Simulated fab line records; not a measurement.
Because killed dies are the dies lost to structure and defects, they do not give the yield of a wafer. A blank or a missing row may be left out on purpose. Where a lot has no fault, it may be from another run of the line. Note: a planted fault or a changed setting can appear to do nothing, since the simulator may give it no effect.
Chamber matching || flow n5Finfet || N5_BEOL_M8_STRIP_19 on rieDiel-05 has 4 sister chambers
The step strips in O2. 14 wafers are shown with their chamber, then 7 later ones without.

WAFERS, EACH WITH ITS CHAMBER
{"wafer": "L082.1", "chamber": 0, "drypumpMotorCurrentA (A)": 5.1, "showerheadPlenumPTorr (Torr)": 2.22, "throttleValvePct (%)": 16.66}
{"wafer": "L082.4", "chamber": 1, "drypumpMotorCurrentA (A)": 5.7, "showerheadPlenumPTorr (Torr)": 2.18, "throttleValvePct (%)": 16.51}
{"wafer": "L082.6", "chamber": 1, "drypumpMotorCurrentA (A)": 5.7, "showerheadPlenumPTorr (Torr)": 2.18, "throttleValvePct (%)": 16.50}
{"wafer": "L083.1", "chamber": 0, "drypumpMotorCurrentA (A)": 5.1, "showerheadPlenumPTorr (Torr)": 2.22, "throttleValvePct (%)": 16.65}
{"wafer": "L083.4", "chamber": 3, "drypumpMotorCurrentA (A)": 5.9, "showerheadPlenumPTorr (Torr)": 2.06, "throttleValvePct (%)": 16.41}
{"wafer": "L083.5", "chamber": 2, "drypumpMotorCurrentA (A)": 5.8, "showerheadPlenumPTorr (Torr)": 2.13, "throttleValvePct (%)": 16.15}
{"wafer": "L087.1", "chamber": 0, "drypumpMotorCurrentA (A)": 5.1, "showerheadPlenumPTorr (Torr)": 2.22, "throttleValvePct (%)": 16.68}
{"wafer": "L087.2", "chamber": 3, "drypumpMotorCurrentA (A)": 5.9, "showerheadPlenumPTorr (Torr)": 2.06, "throttleValvePct (%)": 16.43}
{"wafer": "L087.3", "chamber": 2, "drypumpMotorCurrentA (A)": 5.8, "showerheadPlenumPTorr (Torr)": 2.13, "throttleValvePct (%)": 16.17}
{"wafer": "L089.1", "chamber": 3, "drypumpMotorCurrentA (A)": 5.9, "showerheadPlenumPTorr (Torr)": 2.06, "throttleValvePct (%)": 16.42}
{"wafer": "L089.4", "chamber": 2, "drypumpMotorCurrentA (A)": 5.8, "showerheadPlenumPTorr (Torr)": 2.13, "throttleValvePct (%)": 16.17}
{"wafer": "L089.6", "chamber": 1, "drypumpMotorCurrentA (A)": 5.6, "showerheadPlenumPTorr (Torr)": 2.17, "throttleValvePct (%)": 16.55}
{"wafer": "L090.2", "chamber": 1, "drypumpMotorCurrentA (A)": 5.7, "showerheadPlenumPTorr (Torr)": 2.17, "throttleValvePct (%)": 16.54}
{"wafer": "L090.3", "chamber": 3, "drypumpMotorCurrentA (A)": 5.9, "showerheadPlenumPTorr (Torr)": 2.05, "throttleValvePct (%)": 16.44}

SIGNATURES, as means of the wafers listed above
{"reading": "drypumpMotorCurrentA", "chamber 0": 5.100, "chamber 1": 5.675, "chamber 2": 5.800, "chamber 3": 5.900, "scatter within a chamber": 0.0274}
{"reading": "showerheadPlenumPTorr", "chamber 0": 2.2200, "chamber 1": 2.1750, "chamber 2": 2.1300, "chamber 3": 2.0575, "scatter within a chamber": 0.00418}
{"reading": "throttleValvePct", "chamber 0": 16.6633, "chamber 1": 16.5250, "chamber 2": 16.1633, "chamber 3": 16.4250, "scatter within a chamber": 0.0171}
Rule: for each reading, subtract the chamber's mean from the wafer's reading, divide by that reading's scatter and square the result; add these up over the readings and take the root, which gives the wafer's distance from the chamber. If the next closest chamber is less than 2 further off than the closest, the wafer can't be placed; otherwise it belongs to the closest. The scatter is the square root of a quotient: the sum, over the shown wafers, of each reading's squared deviation from its chamber's mean, divided by wafers minus chambers.

WAFERS WHOSE CHAMBER IS MISSING
{"wafer": "L090.6", "drypumpMotorCurrentA (A)": 5.1, "showerheadPlenumPTorr (Torr)": 2.22, "throttleValvePct (%)": 16.68}
{"wafer": "L091.1", "drypumpMotorCurrentA (A)": 5.6, "showerheadPlenumPTorr (Torr)": 2.17, "throttleValvePct (%)": 16.53}
{"wafer": "L091.2", "drypumpMotorCurrentA (A)": 5.8, "showerheadPlenumPTorr (Torr)": 2.13, "throttleValvePct (%)": 16.18}
{"wafer": "L091.3", "drypumpMotorCurrentA (A)": 5.1, "showerheadPlenumPTorr (Torr)": 2.22, "throttleValvePct (%)": 16.69}
{"wafer": "L095.2", "drypumpMotorCurrentA (A)": 5.8, "showerheadPlenumPTorr (Torr)": 2.12, "throttleValvePct (%)": 16.21}
{"wafer": "L095.4", "drypumpMotorCurrentA (A)": 5.9, "showerheadPlenumPTorr (Torr)": 2.05, "throttleValvePct (%)": 16.49}
{"wafer": "L095.5", "drypumpMotorCurrentA (A)": 5.7, "showerheadPlenumPTorr (Torr)": 2.16, "throttleValvePct (%)": 16.57}

THE CHAMBER EACH PASSED THROUGH
{"wafer": "L090.6", "from the rows above": 0, "in truth": 0}
{"wafer": "L091.1", "from the rows above": 1, "in truth": 1}
{"wafer": "L091.2", "from the rows above": 2, "in truth": 2}
{"wafer": "L091.3", "from the rows above": 0, "in truth": 0}
{"wafer": "L095.2", "from the rows above": 2, "in truth": 2}
{"wafer": "L095.4", "from the rows above": 3, "in truth": 3}
{"wafer": "L095.5", "from the rows above": 1, "in truth": 1}
Correctly placed: 7 of 7. Number that these rows cannot place: 0. Number placed wrongly: 0.
